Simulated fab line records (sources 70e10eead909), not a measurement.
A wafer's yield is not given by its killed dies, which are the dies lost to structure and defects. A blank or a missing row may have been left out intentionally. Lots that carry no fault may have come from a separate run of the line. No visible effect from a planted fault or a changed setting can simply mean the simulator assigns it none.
Which tool is to blame? -- flow nand-harc -- 13 lots with 37 wafers sampled at 5 steps, on a route of 1302 steps

## WHAT THE GAUGES SHOWED, per wafer
NHARC_A_SLIT_CD_MEAS_21. Usual: 289.5 nm for cd-nm, sd 1.
lot,measured,on,cd-nm (nm),flag
L611,day 19 16:03,cd-sem-02,289.7 290.3 289.1,
L612,day 20 13:28,cd-sem-03,287.1 288.5 289.5,
L616,day 22 09:39,cd-sem-01,290.4 291.0 290.4,
L618,day 22 14:07,cd-sem-03,289.0 290.8 288.4,
L617,day 22 14:43,cd-sem-03,288.2 288.4 289.4,
L619,day 23 02:18,cd-sem-02,290.3 290.2 291.7,
L620,day 23 03:01,cd-sem-02,289.4 290.1 289.9,
L624,day 25 15:49,cd-sem-02,289.3 289.5 289.5,
L625,day 26 03:35,cd-sem-01,290.1 289.5,
L628,day 26 14:03,cd-sem-02,289.1 289.0,
L630,day 28 10:35,cd-sem-02,289.9 290.7 290.7,
L632,day 29 04:02,cd-sem-01,289.7 289.9 289.2,
L633,day 29 19:32,cd-sem-01,290.3 288.7 288.6,

NHARC_END_SORT_01. Usual: killed-at-array 54, standard deviation 17; killed-at-other 1.0, standard deviation 1.4; killed-at-periphery 3.6, standard deviation 2.1; killed-dies 58, standard deviation 17; killed-open 3.2, standard deviation 2; killed-short 2.5, standard deviation 1.5.
lot,measured,on,killed-at-array,killed-at-other,killed-at-periphery,killed-dies,killed-open,killed-short,flag
L624,day 30 00:46,prober-02,56 677 63,0 0 0,1 0 1,57 677 64,1 1 4,3 3 1,OFF
L625,day 30 14:57,prober-02,58 673,0 0,2 4,60 677,3 3,1 3,OFF
L628,day 31 02:09,prober-02,68 675,0 0,8 2,76 677,0 1,5 0,OFF

## TOOL THAT RAN EACH LOT (tool first, then ch and the chambers of the sampled wafers, then the start)
lot,NHARC_A_WL_FILL_ETCHBACK_16,NHARC_A_WL_FILL_ETCHBACK_26,NHARC_A_WL_FILL_ALD_19
L611,"rie-diel-12 ch 0,1,3, day 20 10:36","rie-si-04 ch 0,1,3, day 20 16:01","ald-metal-01 ch 0,2,3, day 20 16:17"
L612,"rie-diel-04 ch 0,1,2, day 21 11:08","rie-si-02 ch 0,1, day 21 16:35","ald-metal-01 ch 0,1,3, day 21 16:52"
L616,"rie-diel-12 ch 1,3, day 23 05:10","rie-si-04 ch 1,2, day 23 10:36","ald-metal-03 ch 0,3, day 23 10:52"
L618,"rie-diel-12 ch 2,3, day 23 10:43","rie-si-05 ch 0,1,3, day 23 16:01","ald-metal-01 ch 1,3, day 23 16:16"
L617,"rie-diel-10 ch 1,3, day 23 12:59","rie-si-05 ch 1,2,3, day 23 18:17","ald-metal-03 ch 0,2,3, day 23 18:34"
L619,"rie-diel-10 ch 0,2,3, day 23 23:18","rie-si-02 ch 0,1,3, day 24 04:44","ald-metal-04 ch 1,2,3, day 24 05:04"
L620,"rie-diel-12 ch 0,1, day 23 23:20","rie-si-04 ch 0,2,3, day 24 04:43","ald-metal-01 ch 0,1, day 24 04:58"
L624,"rie-diel-10 ch 0,3, day 26 12:50","rie-si-05 ch 2,3, day 26 18:13","ald-metal-03 ch 0,1,3, day 26 18:31"
L625,"rie-diel-10 ch 0,1, day 27 00:44","rie-si-05 ch 1,2, day 27 06:04","ald-metal-04 ch 0,2, day 27 06:19"
L628,"rie-diel-10 ch 1,3, day 27 10:07","rie-si-05 ch 0,1, day 27 15:24","ald-metal-01 ch 2,3, day 27 15:40"
L630,"rie-diel-04 ch 0,2, day 29 09:23","rie-si-05 ch 1,3, day 29 14:43","ald-metal-04 ch 0,3, day 29 14:59"
L632,"rie-diel-12 ch 0,1,2, day 29 22:47","rie-si-05 ch 1,2,3, day 30 04:08","ald-metal-04 ch 1,2, day 30 04:24"
L633,"rie-diel-10 ch 0,1, day 30 15:31","rie-si-04 ch 0,2,3, day 30 20:56","ald-metal-03 ch 0,2,3, day 30 21:13"
- NHARC_A_WL_FILL_ETCHBACK_16: etches the open film in C4F8/O2/Ar, target depth 120 nm, time 24 s.
- NHARC_A_WL_FILL_ETCHBACK_26: etches the open film in HBr, target depth 52 nm, time 13.3 s.
- NHARC_A_WL_FILL_ALD_19: deposits TiN, target thk 2 nm, pulse time 3 s, ald cycles 100.

## WHAT THE TOOLS THEMSELVES READ (means of the sampled wafers that have a number; where no wafer has one, the mark that the record gives instead)
NHARC_A_WL_FILL_ETCHBACK_16. Usual: oes-product-au 0.98 a.u., standard deviation 0.033; rf-vpp-V 725 V, standard deviation 4.1; run-length-s 45.4 s, standard deviation 0.42.
lot,tool,oes-product-au (a.u.),rf-vpp-V (V),run-length-s (s),flag
L611,rie-diel-12,1.00,723,45.7,
L612,rie-diel-04,0.96,727,44.9,
L616,rie-diel-12,0.93,724,45.4,
L618,rie-diel-12,0.99,721,46.0,
L617,rie-diel-10,1.00,723,45.4,
L619,rie-diel-10,0.92,723,45.3,
L620,rie-diel-12,1.00,726,45.6,
L624,rie-diel-10,1.00,722,38.9,OFF
L625,rie-diel-10,1.00,728,35.5,OFF
L628,rie-diel-10,0.93,724,35.4,OFF
L630,rie-diel-04,0.92,728,44.7,
L632,rie-diel-12,1.00,723,45.6,
L633,rie-diel-10,1.00,730,45.5,

NHARC_A_WL_FILL_ETCHBACK_26. Usual: drypump-motor-current-A 5.8 A, standard deviation 0.58; hbr-flow-sccm 150.0 sccm, standard deviation 0.48; he-backside-leak-sccm 2.7 sccm, standard deviation 0.3; oes-product-au 1.000 a.u., standard deviation 0.0089; run-length-s 34.3 s, standard deviation 0.38; throttle-valve-pct 23.266 %, standard deviation 0.0089.
lot,tool,drypump-motor-current-A (A),hbr-flow-sccm (sccm),he-backside-leak-sccm (sccm),oes-product-au (a.u.),run-length-s (s),throttle-valve-pct (%),flag
L611,rie-si-04,6.0,150.0,2.6,0.996,34.6,23.271,
L612,rie-si-02,5.6,150.1,2.6,0.989,34.3,23.267,
L616,rie-si-04,6.1,150.1,2.7,1.000,34.3,23.267,
L618,rie-si-05,5.2,149.5,2.6,0.995,34.5,23.275,
L617,rie-si-05,5.4,149.8,2.8,0.995,34.3,23.262,
L619,rie-si-02,6.1,149.6,2.8,0.989,34.2,23.267,
L620,rie-si-04,6.1,149.9,2.7,1.007,34.3,23.265,
L624,rie-si-05,5.3,149.8,2.9,0.992,33.9,23.269,
L625,rie-si-05,5.5,149.6,2.8,1.002,34.4,23.267,
L628,rie-si-05,5.3,150.7,2.5,0.992,34.6,23.248,
L630,rie-si-05,5.1,150.5,2.6,0.998,34.2,23.265,
L632,rie-si-05,5.4,150.0,2.8,1.008,34.3,23.256,
L633,rie-si-04,6.1,149.6,2.6,1.011,34.4,23.265,

NHARC_A_WL_FILL_ALD_19. Usual: heater-power-w 1153 W, standard deviation 160; precursor-pulse-height-rel 1.003, standard deviation 0.02.
lot,tool,heater-power-w (W),precursor-pulse-height-rel,flag
L611,ald-metal-01,1115,0.997,
L612,ald-metal-01,1065,0.992,
L616,ald-metal-03,1348,0.989,
L618,ald-metal-01,1014,1.010,
L617,ald-metal-03,1353,1.014,
L619,ald-metal-04,1089,0.970,
L620,ald-metal-01,1114,1.002,
L624,ald-metal-03,1287,0.994,
L625,ald-metal-04,1134,1.006,
L628,ald-metal-01,1063,1.009,
L630,ald-metal-04,1172,1.006,
L632,ald-metal-04,1081,1.004,
L633,ald-metal-03,1409,1.005,

## THE ANSWER, worked out from the rows above alone
Rule: lot off if the mean of its wafers having a number is beyond 3 standard deviations from the usual mean. Also off: a lot with no number at a reading for which 4 or more lots have one. Any other lot the step has rows for is counted as sound. First the gauges in route order, then the tools' own readings, where a lot's mean is used as printed above. At the first step where some lot is off, the reading lying furthest off is the one used; lots without a number count as furthest.
Off: L624, L625, L628 (NHARC_END_SORT_01, killed-dies). Neither off nor sound, because the step has no rows for them: L611, L612, L616, L618, L617, L619, L620, L630, L632, L633.
If a tool, at a process step before that reading, ran all the lots that are off and no sound lot after the first of them, it fits. The gauges at NHARC_END_SORT_01 aren't tried: what is off there is off at NHARC_A_WL_FILL_ETCHBACK_16 too, on other tools, and a gauge's error can't cause that. Undecided on this evidence; 2 tools fit (rie-diel-10 at NHARC_A_WL_FILL_ETCHBACK_16, rie-si-05 at NHARC_A_WL_FILL_ETCHBACK_26).

## WHAT THE SIMULATOR HAD PUT IN
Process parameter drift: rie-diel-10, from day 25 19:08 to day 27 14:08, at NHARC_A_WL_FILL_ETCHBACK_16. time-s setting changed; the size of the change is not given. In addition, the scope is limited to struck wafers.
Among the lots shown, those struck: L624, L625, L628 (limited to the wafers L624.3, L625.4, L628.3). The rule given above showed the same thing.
